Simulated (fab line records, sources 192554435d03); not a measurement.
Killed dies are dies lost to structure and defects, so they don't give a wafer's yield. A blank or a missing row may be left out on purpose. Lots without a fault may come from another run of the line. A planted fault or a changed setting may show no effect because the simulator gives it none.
A struck lot beside a sound one | flow n5_finfet | 16 steps out of a route of 1938
Sound: wafers L492.2, L492.4, L492.5. Struck: wafer L493.2. (L493.1, L493.3 of the same lot were not struck and are left out.) The cause comes at the end.
At each step with rows: each side's tool, then ch and its chambers, then its first start. Under that, the readings that differ: sound wafers | struck wafers | difference of the means | sigmas: that difference in standard deviations of wafers without a fault.
alike: readings whose means differ by less than 2 such deviations, and words and numbers that are the same on both sides. not compared: withheld readings, readings that some wafer has no value for, bounds like >300 that may hide the same value, and numbers for which the record gives no deviation and whose values overlap.
The two part at a step that has a row with sigmas, a row that says differs or no value, or rows on one side only. Numbers that don't overlap but have no deviation are shown without sigmas and don't part them. A reading that every wafer of one side lacks parts them only if that side has two wafers or more.

N5_BEOL_M4_STRIP_36: strips in N2/H2.
  sound on rie_diel-01 ch 2,3, day 9 13:41; struck on rie_diel-01 ch 0, day 10 09:32
  alike: drypump_motor_current_A, oes_product_au, rf_vpp_V, showerhead_plenum_p_Torr, throttle_valve_pct
  not compared: rf_hours_counter_h
N5_BEOL_M4_TRENCH_ETCH_37: etches SiOC in C4F6/O2, target depth 55.555 nm, time 29.2 s.
  sound on rie_diel-01 ch 2,3; struck on rie_diel-01 ch 0
  reading      | sound       | struck | difference | sigmas
  rf_vpp_V (V) | 685 674 687 | 647    | -35        | -2
  alike: drypump_motor_current_A, oes_product_au, showerhead_plenum_p_Torr, throttle_valve_pct
  not compared: rf_hours_counter_h
then, 2 steps without rows for these wafers: N5_BEOL_M4_ETCH_41 (etches SiCN in CH3F/O2, target depth 29.9 nm, time 52.5 s); N5_BEOL_M4_STRIP_97 (strips in N2/H2, time 10 s).
N5_BEOL_M4_OCD_MEAS_38:
  sound on ocd-02, day 9 13:53; struck on ocd-01, day 10 09:44
  alike: trench_depth_nm
then, 4 steps without rows for these wafers: N5_BEOL_M4_HM_STRIP_39 (strips TiN in peroxide tin strip, target depth 25 nm, time 158 s); N5_BEOL_M4_SRD_40 (time 30 s); N5_BEOL_M4_PRECLEAN_42 (cleans in residue remover, time 60 s); N5_BEOL_M4_SRD_43 (time 30 s).
N5_BEOL_M4_CD_MEAS_35: target cd 18 nm, target cd y 22.4 nm.
  sound on cd_sem-02, day 9 14:02; struck on cd_sem-03, day 10 09:53
  alike: cd_nm
N5_BEOL_M4_DEGAS_44: time 60 s.
  sound on pvd_sputter-01, day 9 14:23; struck on pvd_sputter-02, day 10 10:23
  alike: heater_power_w
N5_BEOL_M4_PRE_CLEAN_45: time 30 s.
  sound on pvd_sputter-01, day 9 14:26; struck on pvd_sputter-02, day 10 10:25
  alike: heater_power_w
N5_BEOL_M4_ALD_84: deposits TaN, pulse time 2 s, purge time 3 s, co reactant purge time 2 s.
  sound on ald_metal-02 ch 1,2, day 9 14:31; struck on ald_metal-02 ch 0, day 10 10:30
  reading                      | sound       | struck | difference | sigmas
  co_reactant_pulse_time_s (s) | 3 3 3       | 2.4067 | -0.5933    |
  heater_power_w (W)           | 439 436 445 | 348    | -92        | -2
  not compared: since_wet_clean_h
N5_BEOL_M4_SURFACE_TREAT_85:
  sound on pvd_sputter-01, day 9 14:56; struck on pvd_sputter-02, day 10 10:59
  not compared: throttle_valve_pct
N5_BEOL_M4_RC_MEAS_101:
  sound on prober-01 ch 0, day 9 18:11; struck on prober-01 ch 0, day 10 14:05
  reading   | sound          | struck | difference | sigmas
  VT_P (mV) | -257 -260 -262 | -252   | +8         | +2
  alike: DIBL_N, DIBL_P, IOFF_N, IOFF_P, ION_N, ION_P, SS_N, SS_P, VT_N
then, 1 step without rows for these wafers: N5_PASSIVATION_PROBE_49.

WHERE THEY PART
First at N5_BEOL_M4_TRENCH_ETCH_37; last, within this record, at N5_BEOL_M4_RC_MEAS_101.

WHY: what the simulator had put in
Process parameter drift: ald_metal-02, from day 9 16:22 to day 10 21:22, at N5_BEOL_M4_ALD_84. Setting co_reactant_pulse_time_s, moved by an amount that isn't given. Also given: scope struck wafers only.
